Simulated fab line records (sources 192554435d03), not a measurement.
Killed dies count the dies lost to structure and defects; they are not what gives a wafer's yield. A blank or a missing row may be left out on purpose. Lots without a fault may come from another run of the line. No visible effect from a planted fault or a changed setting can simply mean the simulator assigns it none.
Chamber matching || flow n5_finfet || rie_diel-04 running N5_BEOL_M13_ETCH_68: 4 sister chambers
The step etches SOC in N2/H2, time 355 s. 4 wafers are shown with their chamber, then 12 later ones without.

WAFERS WITH THEIR CHAMBER
{"wafer": "L093.1", "chamber": 2, "drypump_motor_current_A (A)": 6.5}
{"wafer": "L093.2", "chamber": 1, "drypump_motor_current_A (A)": 5.6}
{"wafer": "L093.5", "chamber": 3, "drypump_motor_current_A (A)": 5.4}
{"wafer": "L093.6", "chamber": 0, "drypump_motor_current_A (A)": 6.5}

WAFERS WITH NO CHAMBER GIVEN
{"wafer": "L092.2", "drypump_motor_current_A (A)": 5.4}
{"wafer": "L092.3", "drypump_motor_current_A (A)": 6.4}
{"wafer": "L092.4", "drypump_motor_current_A (A)": 5.6}
{"wafer": "L095.4", "drypump_motor_current_A (A)": 6.4}
{"wafer": "L095.5", "drypump_motor_current_A (A)": 5.6}
{"wafer": "L095.6", "drypump_motor_current_A (A)": 6.5}
{"wafer": "L096.2", "drypump_motor_current_A (A)": 5.6}
{"wafer": "L096.3", "drypump_motor_current_A (A)": 6.5}
{"wafer": "L096.6", "drypump_motor_current_A (A)": 6.5}
{"wafer": "L097.1", "drypump_motor_current_A (A)": 5.5}
{"wafer": "L097.3", "drypump_motor_current_A (A)": 6.5}
{"wafer": "L097.4", "drypump_motor_current_A (A)": 6.5}

THE CHAMBER EACH PASSED THROUGH
{"wafer": "L092.2", "from the rows above": 3, "in truth": 3}
{"wafer": "L092.3", "from the rows above": "can't be placed: 0 or 2", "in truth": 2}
{"wafer": "L092.4", "from the rows above": 1, "in truth": 1}
{"wafer": "L095.4", "from the rows above": "can't be placed: 0 or 2", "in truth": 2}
{"wafer": "L095.5", "from the rows above": 1, "in truth": 1}
{"wafer": "L095.6", "from the rows above": "can't be placed: 0 or 2", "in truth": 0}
{"wafer": "L096.2", "from the rows above": 1, "in truth": 1}
{"wafer": "L096.3", "from the rows above": "can't be placed: 0 or 2", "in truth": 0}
{"wafer": "L096.6", "from the rows above": "can't be placed: 0 or 2", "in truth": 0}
{"wafer": "L097.1", "from the rows above": "can't be placed: 1 or 3", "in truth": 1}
{"wafer": "L097.3", "from the rows above": "can't be placed: 0 or 2", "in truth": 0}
{"wafer": "L097.4", "from the rows above": "can't be placed: 0 or 2", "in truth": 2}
Correct placement for 4 of the 12. From these rows, 8 cannot be placed; in 8 the true chamber is one of the candidates. Placed wrongly: 0.
How it was worked out, from the rows above alone: a wafer's distance from a chamber is the root of the sum, over the readings, of the square of ((its reading less the chamber's mean) divided by the reading's scatter). The wafer belongs to the nearest chamber; if the next one is less than 2 further off, it can't be placed. For every chamber, the mean is computed from those of its wafers that are shown. The scatter: root of mean squared gap, hidden wafer to nearest shown wafer, with one shown wafer a chamber.
